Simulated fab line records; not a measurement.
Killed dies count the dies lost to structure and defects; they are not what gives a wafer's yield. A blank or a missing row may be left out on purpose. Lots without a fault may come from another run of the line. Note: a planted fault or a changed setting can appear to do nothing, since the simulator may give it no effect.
Chamber matching ; flow nand_harc ; rie_diel-07 running NHARC_A_STAIRCASE_ETCH_17: 4 sister chambers
The step etches the open film in C4F8/O2, target depth 100 nm, time 40.5 s. 8 wafers are shown with their chamber, then 7 later ones without.

## WAFERS, EACH WITH ITS CHAMBER
wafer;chamber;rf_vpp_V (V);run_length_s (s)
L282.1;1;892;61.1
L284.3;1;893;61.6
L283.3;3;905;61.0
L283.5;3;904;61.0
L299.3;0;892;61.2
L299.5;2;901;61.6
L300.2;2;901;61.7
L300.3;0;892;61.1

## WAFERS WITHOUT THEIR CHAMBER
wafer;rf_vpp_V (V);run_length_s (s)
L300.5;901;61.8
L304.3;903;60.9
L304.5;893;61.4
L304.6;892;60.7
L305.1;901;62.0
L305.2;891;61.5
L305.6;891;61.4

## WHICH CHAMBER EACH WENT THROUGH
wafer;from the rows above;in truth
L300.5;2;2
L304.3;3;3
L304.5;can't be placed: 1 or 0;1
L304.6;can't be placed: 0 or 1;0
L305.1;2;2
L305.2;can't be placed: 0 or 1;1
L305.6;can't be placed: 0 or 1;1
Correctly placed: 3 of 7. Not placeable from these rows: 4 (in 4, the candidates include the true chamber). Placed wrongly: 0.
How it was worked out, from the rows above alone: a wafer's distance from a chamber is the root of the sum, over the readings, of the square of ((its reading less the chamber's mean) divided by the reading's scatter). If the next closest chamber is less than 2 further off than the closest, the wafer can't be placed; otherwise it belongs to the closest. For every chamber, the mean is computed from those of its wafers that are shown. The scatter: take each reading less its chamber's mean, square it, sum over the shown wafers, divide by the number of wafers less the number of chambers, and take the root.
